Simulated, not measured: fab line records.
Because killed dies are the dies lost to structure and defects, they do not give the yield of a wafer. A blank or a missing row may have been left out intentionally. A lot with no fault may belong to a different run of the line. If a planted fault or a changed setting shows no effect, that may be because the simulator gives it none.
Chamber matching | flow nand harc | rie si-02 running NHARC_A_ZERO_WELL_ETCH_13: 4 sister chambers
The step etches the open film in HBr/Cl2, target depth 120 nm, time 40.1 s. 4 wafers are shown with their chamber, then 7 later ones without.

## WAFERS PAIRED WITH THEIR CHAMBERS
wafer  | chamber | drypump motor current A (A)
L438.1 | 2       | 5.5
L438.6 | 0       | 4.8
L447.1 | 3       | 5.8
L447.2 | 1       | 6.6

## WAFERS WHOSE CHAMBER IS MISSING
wafer  | drypump motor current A (A)
L447.6 | 5.8
L449.1 | 6.7
L449.2 | 5.5
L449.5 | 5.5
L452.2 | 5.5
L452.5 | 5.5
L452.6 | 5.8

## CHAMBER TAKEN BY EACH
wafer  | from the rows above | in truth
L447.6 | 3                   | 3
L449.1 | 1                   | 1
L449.2 | 2                   | 2
L449.5 | 2                   | 2
L452.2 | 2                   | 2
L452.5 | 2                   | 2
L452.6 | 3                   | 3
Placed correctly: 7 of 7. Can't be placed from these rows: 0. 0 placed wrongly.
How it was worked out, from the rows above alone: a wafer's distance from a chamber is the root of the sum, over the readings, of the square of ((its reading less the chamber's mean) divided by the reading's scatter). If the next closest chamber is less than 2 further off than the closest, the wafer can't be placed; otherwise it belongs to the closest. The mean given for a chamber averages the wafers shown for that chamber. The scatter: with one shown wafer a chamber, the root of the mean of the squares of how far each hidden wafer lies from its nearest shown one.
